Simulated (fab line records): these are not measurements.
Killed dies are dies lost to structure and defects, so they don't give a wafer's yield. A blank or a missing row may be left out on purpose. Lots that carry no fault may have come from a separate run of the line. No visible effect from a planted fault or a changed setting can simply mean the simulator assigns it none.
Which tool is to blame? :: flow nandHarc :: 31 wafers from 11 lots sampled at 6 of the route's 1302 steps

WHAT EACH GAUGE READ, for each wafer
NHARC_END_SORT_01. Usual: killedAtArray 54, standard deviation 23; killedAtOther 1.2, standard deviation 1.5; killedAtPeriphery 3.9, standard deviation 2.5; killedDies 59, standard deviation 23; killedOpen 3.2, standard deviation 1.7; killedShort 2.4, standard deviation 1.6.
lot: L126
measured: day 30 21:55
on: prober-02
killedAtArray: 26
killedAtOther: 0
killedAtPeriphery: 66
killedDies: 92
killedOpen: 5
killedShort: 1
flag: OFF

WHAT TOOL EACH LOT RAN ON (gives the tool, then ch and the chambers of the sampled wafers, and finally the start)
lot: L113
NHARC_P_CONTACT_ETCH_18: rieDiel-02 ch 0,2,3, day 6 11:38
NHARC_P_M0_DESCUM_14: rieDiel-03 ch 0,1,3, day 6 15:20
NHARC_P_M0_ETCH_34: rieDiel-03 ch 0,1,3, day 6 15:26
NHARC_P_M0_STRIP_18: rieDiel-03 ch 1,2,3, day 6 15:43
NHARC_P_M0_PVD_20: pvdSputter-01, no start

lot: L115
NHARC_P_CONTACT_ETCH_18: rieDiel-01 ch 0,2,3, day 7 03:00
NHARC_P_M0_DESCUM_14: rieDiel-03 ch 0,3, day 7 06:54
NHARC_P_M0_ETCH_34: rieDiel-03 ch 0,2,3, day 7 07:00
NHARC_P_M0_STRIP_18: rieDiel-03 ch 2,3, day 7 07:17
NHARC_P_M0_PVD_20: pvdSputter-02, no start

lot: L116
NHARC_P_CONTACT_ETCH_18: rieDiel-01 ch 1,2,3, day 7 15:12
NHARC_P_M0_DESCUM_14: rieDiel-03 ch 0,1,2, day 7 18:50
NHARC_P_M0_ETCH_34: rieDiel-03 ch 0,2,3, day 7 18:55
NHARC_P_M0_STRIP_18: rieDiel-03 ch 0,1,2, day 7 19:14
NHARC_P_M0_PVD_20: pvdSputter-01, no start

lot: L117
NHARC_P_CONTACT_ETCH_18: rieDiel-02 ch 0,1,2, day 8 04:05
NHARC_P_M0_DESCUM_14: rieDiel-03 ch 1,3, day 8 07:37
NHARC_P_M0_ETCH_34: rieDiel-03 ch 0,2,3, day 8 07:42
NHARC_P_M0_STRIP_18: rieDiel-08 ch 1,3, day 8 07:59
NHARC_P_M0_PVD_20: pvdSputter-02, no start

lot: L119
NHARC_P_CONTACT_ETCH_18: rieDiel-05 ch 0,1,2, day 8 13:56
NHARC_P_M0_DESCUM_14: rieDiel-08 ch 2,3, day 8 17:29
NHARC_P_M0_ETCH_34: rieDiel-08 ch 1,2, day 8 17:35
NHARC_P_M0_STRIP_18: rieDiel-08 ch 0,1,2, day 8 17:54
NHARC_P_M0_PVD_20: pvdSputter-03, no start

lot: L121
NHARC_P_CONTACT_ETCH_18: rieDiel-05 ch 2,3, day 9 11:22
NHARC_P_M0_DESCUM_14: rieDiel-03 ch 0,3, day 9 15:04
NHARC_P_M0_ETCH_34: rieDiel-03 ch 2,3, day 9 15:08
NHARC_P_M0_STRIP_18: rieDiel-03 ch 1,2,3, day 9 15:29
NHARC_P_M0_PVD_20: pvdSputter-02, no start

lot: L123
NHARC_P_CONTACT_ETCH_18: rieDiel-01 ch 0,2,3, day 10 17:39
NHARC_P_M0_DESCUM_14: rieDiel-03 ch 0,1, day 10 21:13
NHARC_P_M0_ETCH_34: rieDiel-03 ch 1,2,3, day 10 21:17
NHARC_P_M0_STRIP_18: rieDiel-04 ch 0,1,3, day 10 21:35
NHARC_P_M0_PVD_20: pvdSputter-03, no start

lot: L126
NHARC_P_CONTACT_ETCH_18: rieDiel-01 ch 0, day 12 02:29
NHARC_P_M0_DESCUM_14: rieDiel-03 ch 3, day 12 09:28
NHARC_P_M0_ETCH_34: rieDiel-03 ch 2, day 12 09:33
NHARC_P_M0_STRIP_18: rieDiel-03 ch 3, day 12 09:56
NHARC_P_M0_PVD_20: pvdSputter-02, day 30 21:55 or earlier

lot: L132
NHARC_P_CONTACT_ETCH_18: rieDiel-02 ch 1,2,3, day 13 23:20
NHARC_P_M0_DESCUM_14: rieDiel-03 ch 1,2,3, day 14 03:01
NHARC_P_M0_ETCH_34: rieDiel-03 ch 1,2,3, day 14 03:06
NHARC_P_M0_STRIP_18: rieDiel-03 ch 0,1,3, day 14 03:23
NHARC_P_M0_PVD_20: pvdSputter-02, no start

lot: L133
NHARC_P_CONTACT_ETCH_18: rieDiel-02 ch 0,1,3, day 14 11:07
NHARC_P_M0_DESCUM_14: rieDiel-03 ch 0,1,3, day 14 15:22
NHARC_P_M0_ETCH_34: rieDiel-03 ch 0,2,3, day 14 15:26
NHARC_P_M0_STRIP_18: rieDiel-03 ch 0,1,3, day 14 15:44
NHARC_P_M0_PVD_20: pvdSputter-03, no start

lot: L135
NHARC_P_CONTACT_ETCH_18: rieDiel-05 ch 0,1,3, day 15 14:11
NHARC_P_M0_DESCUM_14: rieDiel-03 ch 2,3, day 15 17:44
NHARC_P_M0_ETCH_34: rieDiel-03 ch 0,2,3, day 15 17:50
NHARC_P_M0_STRIP_18: rieDiel-03 ch 0,2,3, day 15 18:08
NHARC_P_M0_PVD_20: pvdSputter-01, no start
- NHARC_P_CONTACT_ETCH_18: etches the open film in C4F8/O2/Ar, target depth 481 nm, time 240.5 s.
- NHARC_P_M0_DESCUM_14: chemistry O2, time 3 s.
- NHARC_P_M0_ETCH_34: etches the open film in N2/H2, target depth 40 nm, overetch 12 nm, time 43.94 s.
- NHARC_P_M0_STRIP_18: strips in N2/H2.
- NHARC_P_M0_PVD_20: deposits TaN, target thk 5 nm, time 8.06 s.

WHAT THE TOOLS THEMSELVES READ (means of the sampled wafers that have a number; where no wafer has one, the mark that the record gives instead)
NHARC_P_CONTACT_ETCH_18. Usual: oesProductAu 0.956 a.u., standard deviation 0.021; rfVppV 978 V, standard deviation 5.3.
lot: L113
tool: rieDiel-02
oesProductAu (a.u.): 0.972
rfVppV (V): 976
flag: 

lot: L115
tool: rieDiel-01
oesProductAu (a.u.): 0.965
rfVppV (V): 974
flag: 

lot: L116
tool: rieDiel-01
oesProductAu (a.u.): 0.918
rfVppV (V): 976
flag: 

lot: L117
tool: rieDiel-02
oesProductAu (a.u.): 0.921
rfVppV (V): 979
flag: 

lot: L119
tool: rieDiel-05
oesProductAu (a.u.): 0.972
rfVppV (V): 984
flag: 

lot: L121
tool: rieDiel-05
oesProductAu (a.u.): 0.977
rfVppV (V): 976
flag: 

lot: L123
tool: rieDiel-01
oesProductAu (a.u.): 0.978
rfVppV (V): 973
flag: 

lot: L126
tool: rieDiel-01
oesProductAu (a.u.): 0.948
rfVppV (V): 975
flag: 

lot: L132
tool: rieDiel-02
oesProductAu (a.u.): 0.962
rfVppV (V): 980
flag: 

lot: L133
tool: rieDiel-02
oesProductAu (a.u.): 0.969
rfVppV (V): 980
flag: 

lot: L135
tool: rieDiel-05
oesProductAu (a.u.): 0.966
rfVppV (V): 980
flag: 

NHARC_P_M0_DESCUM_14. Usual: drypumpMotorCurrentA 5.9 A, standard deviation 0.56; oesProductAu 1.000 a.u., standard deviation 0.0078; rfVppV 57.3 V, standard deviation 0.9; showerheadPlenumPTorr 1.83 Torr, standard deviation 0.063; throttleValvePct 11.311 %, standard deviation 0.0089.
lot: L113
tool: rieDiel-03
drypumpMotorCurrentA (A): 6.0
oesProductAu (a.u.): 0.997
rfVppV (V): 58.2
showerheadPlenumPTorr (Torr): 1.84
throttleValvePct (%): 11.321
flag: 

lot: L115
tool: rieDiel-03
drypumpMotorCurrentA (A): 5.5
oesProductAu (a.u.): 0.994
rfVppV (V): 57.2
showerheadPlenumPTorr (Torr): 1.83
throttleValvePct (%): 11.313
flag: 

lot: L116
tool: rieDiel-03
drypumpMotorCurrentA (A): 5.9
oesProductAu (a.u.): 1.001
rfVppV (V): 57.1
showerheadPlenumPTorr (Torr): 1.79
throttleValvePct (%): 11.312
flag: 

lot: L117
tool: rieDiel-03
drypumpMotorCurrentA (A): 6.5
oesProductAu (a.u.): 0.988
rfVppV (V): 57.5
showerheadPlenumPTorr (Torr): 1.85
throttleValvePct (%): 11.296
flag: 

lot: L119
tool: rieDiel-08
drypumpMotorCurrentA (A): 5.2
oesProductAu (a.u.): 1.005
rfVppV (V): 57.8
showerheadPlenumPTorr (Torr): 1.91
throttleValvePct (%): 11.313
flag: 

lot: L121
tool: rieDiel-03
drypumpMotorCurrentA (A): 5.8
oesProductAu (a.u.): 0.998
rfVppV (V): 57.4
showerheadPlenumPTorr (Torr): 1.87
throttleValvePct (%): 11.312
flag: 

lot: L123
tool: rieDiel-03
drypumpMotorCurrentA (A): 5.6
oesProductAu (a.u.): 1.000
rfVppV (V): 56.3
showerheadPlenumPTorr (Torr): 1.78
throttleValvePct (%): 11.321
flag: 

lot: L126
tool: rieDiel-03
drypumpMotorCurrentA (A): 6.2
oesProductAu (a.u.): 1.009
rfVppV (V): 57.6
showerheadPlenumPTorr (Torr): 1.91
throttleValvePct (%): 11.304
flag: 

lot: L132
tool: rieDiel-03
drypumpMotorCurrentA (A): 6.3
oesProductAu (a.u.): 1.013
rfVppV (V): 57.3
showerheadPlenumPTorr (Torr): 1.83
throttleValvePct (%): 11.308
flag: 

lot: L133
tool: rieDiel-03
drypumpMotorCurrentA (A): 6.0
oesProductAu (a.u.): 1.000
rfVppV (V): 57.7
showerheadPlenumPTorr (Torr): 1.83
throttleValvePct (%): 11.311
flag: 

lot: L135
tool: rieDiel-03
drypumpMotorCurrentA (A): 6.1
oesProductAu (a.u.): 1.003
rfVppV (V): 58.1
showerheadPlenumPTorr (Torr): 1.86
throttleValvePct (%): 11.318
flag: 

NHARC_P_M0_ETCH_34. Usual: drypumpMotorCurrentA 6.0 A, standard deviation 0.56; oesProductAu 1.001 a.u., standard deviation 0.0085; rfVppV 427.8 V, standard deviation 2.2; showerheadPlenumPTorr 1.94 Torr, standard deviation 0.071; throttleValvePct 14.170 %, standard deviation 0.0097.
lot: L113
tool: rieDiel-03
drypumpMotorCurrentA (A): 6.0
oesProductAu (a.u.): 0.994
rfVppV (V): 428.6
showerheadPlenumPTorr (Torr): 1.96
throttleValvePct (%): 14.182
flag: 

lot: L115
tool: rieDiel-03
drypumpMotorCurrentA (A): 5.8
oesProductAu (a.u.): 0.993
rfVppV (V): 428.6
showerheadPlenumPTorr (Torr): 1.95
throttleValvePct (%): 14.160
flag: 

lot: L116
tool: rieDiel-03
drypumpMotorCurrentA (A): 5.8
oesProductAu (a.u.): 0.998
rfVppV (V): 428.4
showerheadPlenumPTorr (Torr): 1.95
throttleValvePct (%): 14.165
flag: 

lot: L117
tool: rieDiel-03
drypumpMotorCurrentA (A): 5.8
oesProductAu (a.u.): 1.000
rfVppV (V): 427.0
showerheadPlenumPTorr (Torr): 1.95
throttleValvePct (%): 14.176
flag: 

lot: L119
tool: rieDiel-08
drypumpMotorCurrentA (A): 5.8
oesProductAu (a.u.): 0.987
rfVppV (V): 427.0
showerheadPlenumPTorr (Torr): 1.91
throttleValvePct (%): 14.167
flag: 

lot: L121
tool: rieDiel-03
drypumpMotorCurrentA (A): 6.1
oesProductAu (a.u.): 1.005
rfVppV (V): 428.2
showerheadPlenumPTorr (Torr): 1.94
throttleValvePct (%): 14.173
flag: 

lot: L123
tool: rieDiel-03
drypumpMotorCurrentA (A): 6.3
oesProductAu (a.u.): 1.004
rfVppV (V): 428.4
showerheadPlenumPTorr (Torr): 1.95
throttleValvePct (%): 14.165
flag: 

lot: L126
tool: rieDiel-03
drypumpMotorCurrentA (A): 6.0
oesProductAu (a.u.): 1.000
rfVppV (V): 425.8
showerheadPlenumPTorr (Torr): 1.89
throttleValvePct (%): 14.168
flag: 

lot: L132
tool: rieDiel-03
drypumpMotorCurrentA (A): 6.3
oesProductAu (a.u.): 1.009
rfVppV (V): 429.0
showerheadPlenumPTorr (Torr): 1.95
throttleValvePct (%): 14.174
flag: 

lot: L133
tool: rieDiel-03
drypumpMotorCurrentA (A): 5.8
oesProductAu (a.u.): 1.010
rfVppV (V): 427.5
showerheadPlenumPTorr (Torr): 1.94
throttleValvePct (%): 14.170
flag: 

lot: L135
tool: rieDiel-03
drypumpMotorCurrentA (A): 5.8
oesProductAu (a.u.): 1.008
rfVppV (V): 428.0
showerheadPlenumPTorr (Torr): 1.94
throttleValvePct (%): 14.173
flag: 

NHARC_P_M0_STRIP_18. Usual: drypumpMotorCurrentA 5.9 A, standard deviation 0.57; oesProductAu 1.001 a.u., standard deviation 0.0081; rfVppV 90.2 V, standard deviation 0.93; showerheadPlenumPTorr 1.94 Torr, standard deviation 0.067; throttleValvePct 14.171 %, standard deviation 0.0087.
lot: L113
tool: rieDiel-03
drypumpMotorCurrentA (A): 6.3
oesProductAu (a.u.): 0.995
rfVppV (V): 90.3
showerheadPlenumPTorr (Torr): 1.96
throttleValvePct (%): 14.178
flag: 

lot: L115
tool: rieDiel-03
drypumpMotorCurrentA (A): 6.2
oesProductAu (a.u.): 1.006
rfVppV (V): 91.0
showerheadPlenumPTorr (Torr): 2.00
throttleValvePct (%): 14.174
flag: 

lot: L116
tool: rieDiel-03
drypumpMotorCurrentA (A): 5.9
oesProductAu (a.u.): 1.001
rfVppV (V): 91.2
showerheadPlenumPTorr (Torr): 1.91
throttleValvePct (%): 14.169
flag: 

lot: L117
tool: rieDiel-08
drypumpMotorCurrentA (A): 5.7
oesProductAu (a.u.): 0.998
rfVppV (V): 90.4
showerheadPlenumPTorr (Torr): 1.96
throttleValvePct (%): 14.173
flag: 

lot: L119
tool: rieDiel-08
drypumpMotorCurrentA (A): 5.5
oesProductAu (a.u.): 0.992
rfVppV (V): 91.1
showerheadPlenumPTorr (Torr): 1.93
throttleValvePct (%): 14.173
flag: 

lot: L121
tool: rieDiel-03
drypumpMotorCurrentA (A): 6.3
oesProductAu (a.u.): 1.004
rfVppV (V): 89.9
showerheadPlenumPTorr (Torr): 1.95
throttleValvePct (%): 14.174
flag: 

lot: L123
tool: rieDiel-04
drypumpMotorCurrentA (A): 5.5
oesProductAu (a.u.): 1.002
rfVppV (V): 90.4
showerheadPlenumPTorr (Torr): 2.03
throttleValvePct (%): 14.172
flag: 

lot: L126
tool: rieDiel-03
drypumpMotorCurrentA (A): 6.2
oesProductAu (a.u.): 1.004
rfVppV (V): 89.9
showerheadPlenumPTorr (Torr): 2.04
throttleValvePct (%): 14.163
flag: 

lot: L132
tool: rieDiel-03
drypumpMotorCurrentA (A): 6.0
oesProductAu (a.u.): 1.001
rfVppV (V): 90.4
showerheadPlenumPTorr (Torr): 1.95
throttleValvePct (%): 14.171
flag: 

lot: L133
tool: rieDiel-03
drypumpMotorCurrentA (A): 6.0
oesProductAu (a.u.): 1.002
rfVppV (V): 90.9
showerheadPlenumPTorr (Torr): 1.95
throttleValvePct (%): 14.175
flag: 

lot: L135
tool: rieDiel-03
drypumpMotorCurrentA (A): 5.8
oesProductAu (a.u.): 1.008
rfVppV (V): 89.5
showerheadPlenumPTorr (Torr): 1.94
throttleValvePct (%): 14.176
flag: 

NHARC_P_M0_PVD_20. Usual: cathodeDcPowerW 15000 W, standard deviation 2.8; throttleValvePct 30.2 %, standard deviation 1.1.
lot: L113
tool: pvdSputter-01
cathodeDcPowerW (W): 14998
throttleValvePct (%): 29.9
flag: 

lot: L115
tool: pvdSputter-02
cathodeDcPowerW (W): 14999
throttleValvePct (%): 30.7
flag: 

lot: L116
tool: pvdSputter-01
cathodeDcPowerW (W): 14998
throttleValvePct (%): 30.0
flag: 

lot: L117
tool: pvdSputter-02
cathodeDcPowerW (W): 14998
throttleValvePct (%): 30.5
flag: 

lot: L119
tool: pvdSputter-03
cathodeDcPowerW (W): 15001
throttleValvePct (%): 29.0
flag: 

lot: L121
tool: pvdSputter-02
cathodeDcPowerW (W): 14997
throttleValvePct (%): 30.6
flag: 

lot: L123
tool: pvdSputter-03
cathodeDcPowerW (W): 15002
throttleValvePct (%): 28.9
flag: 

lot: L126
tool: pvdSputter-02
cathodeDcPowerW (W): 15001
throttleValvePct (%): 31.3
flag: 

lot: L132
tool: pvdSputter-02
cathodeDcPowerW (W): 15000
throttleValvePct (%): 31.1
flag: 

lot: L133
tool: pvdSputter-03
cathodeDcPowerW (W): 15000
throttleValvePct (%): 29.6
flag: 

lot: L135
tool: pvdSputter-01
cathodeDcPowerW (W): 14998
throttleValvePct (%): 31.1
flag: 

THE ANSWER, worked out from the rows above alone
Rule: a lot counts as off when the mean over its wafers that have a number is more than 3 standard deviations away from the usual mean. A lot without any number at a reading at which 4 lots or more have one is off too. All remaining lots with rows at the step are treated as sound. First the gauges in route order, then the tools' own readings, where a lot's mean is used as printed above. The first step at which some lot is off is used, and at that step the reading that is off furthest; a lot without a number counts as furthest.
Off: L126, at NHARC_END_SORT_01 (killedAtPeriphery). Neither off nor sound, because the step has no rows for them: L113, L115, L116, L117, L119, L121, L123, L132, L133, L135.
If a tool, at a process step before that reading, ran all the lots that are off and no sound lot after the first of them, it fits. Gauges at NHARC_END_SORT_01: tried the same way as those tools. With no start given for some of its lots, NHARC_P_M0_PVD_20 uses the hours and lot order of NHARC_END_SORT_01. Can't be told from this: 4 tools fit, rieDiel-01 at NHARC_P_CONTACT_ETCH_18, rieDiel-03 at NHARC_P_M0_DESCUM_14 and NHARC_P_M0_ETCH_34 and NHARC_P_M0_STRIP_18, pvdSputter-02 at NHARC_P_M0_PVD_20, prober-02 at NHARC_END_SORT_01.

WHAT THE SIMULATOR HAD INSERTED
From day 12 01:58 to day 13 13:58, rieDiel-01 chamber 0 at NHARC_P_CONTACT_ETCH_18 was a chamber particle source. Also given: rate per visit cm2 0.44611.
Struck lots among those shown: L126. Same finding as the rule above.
